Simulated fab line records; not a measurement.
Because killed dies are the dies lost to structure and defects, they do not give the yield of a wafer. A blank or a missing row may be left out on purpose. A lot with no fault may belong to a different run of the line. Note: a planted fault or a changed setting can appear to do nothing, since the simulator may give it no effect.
Split-lot experiment ; flow n5-finfet ; route with 1938 steps; 7 lots, 21 wafers read

== ABOUT THE SPLIT ==
At N5_ZERO_LAYER_PECVD_02 (deposits SiO2 from SiH4/N2O, target thk 10 nm, time 6 s), the setting time-s was moved away from the recipe's 6 s on 7 of the 21 wafers read, by -12.7% to +12.5%. All remaining wafers had this setting at the recipe value.

The reading is taken at the split's own step.

== THE READING ==
SiO2_of_ZERO_LAYER_PECVD_02.thk-nm (the simulator's own value, which no gauge read), in nm, at N5_ZERO_LAYER_PECVD_02 (deposits SiO2 from SiH4/N2O, target thk 10 nm, time 6 s). The file does not state a usual value for it. The 14 wafers here that ran the recipe average 9.953 nm, standard deviation 0.15 nm.

wafer;tool, chamber at the split;time-s as run, s;against the recipe;SiO2_of_ZERO_LAYER_PECVD_02.thk-nm, nm;against lot-mates on the recipe
L075.2;pecvd-03, 2;6;recipe;9.654;-
L075.5;pecvd-03, 0;6;recipe;10.19;-
L075.6;pecvd-03, 2;6;recipe;9.918;-
L076.4;pecvd-03, 0;6;recipe;10.07;-
L076.5;pecvd-03, 0;6;recipe;10.04;-
L076.6;pecvd-03, 1;5.723;-4.6%;9.268;-0.787
L081.2;pecvd-03, 2;6;recipe;9.751;-
L081.3;pecvd-03, 0;6;recipe;10.01;-
L081.4;pecvd-03, 0;6;recipe;10.14;-
L082.1;pecvd-04, 0;5.235;-12.7%;8.748;-1.322
L082.3;pecvd-04, 2;6;recipe;10.07;-
L082.5;pecvd-04, 2;5.235;-12.7%;8.781;-1.289
L083.4;pecvd-01, 0;6.721;+12.0%;11.34;no lot-mate on the recipe
L083.5;pecvd-01, 1;6.721;+12.0%;11.11;no lot-mate on the recipe
L083.6;pecvd-01, 2;6.721;+12.0%;11.31;no lot-mate on the recipe
L096.2;pecvd-01, 1;6;recipe;9.789;-
L096.3;pecvd-01, 2;6;recipe;10.01;-
L096.4;pecvd-01, 0;6.752;+12.5%;11.26;+1.361
L097.2;pecvd-04, 0;6;recipe;9.971;-
L097.3;pecvd-04, 2;6;recipe;9.766;-
L097.5;pecvd-04, 1;6;recipe;9.968;-

FIT RESULTS
A straight line over all 21 wafers: SiO2_of_ZERO_LAYER_PECVD_02.thk-nm changes by +0.103 nm for each +1% of time-s; r = +0.98; the points scatter about the line by 0.15 nm.
The same after taking each lot's own level away (the mean of its wafers on the recipe; 18 wafers): +0.107 nm for each +1%; r = +0.97; scatter 0.15 nm.
According to that fit, moving time-s by its largest amount changes the reading by 1.4 nm.
Across the lots, their own levels run from 9.8995 to 10.0700 nm, a range of 1.1 times the standard deviation given above.
The two slopes agree, so the slope changes little with the lot-to-lot level.
Check: for one of the wafers moved furthest among these (-12.7%), held out of the fit, the line's prediction against its lot-mates is -1.4 nm. Against them it came out at -1.32 nm.

== THE FILE'S OWN FIT ==
SiO2_of_ZERO_LAYER_PECVD_02.thk-nm changes by +0.11 nm for each +1% of time-s, r = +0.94.
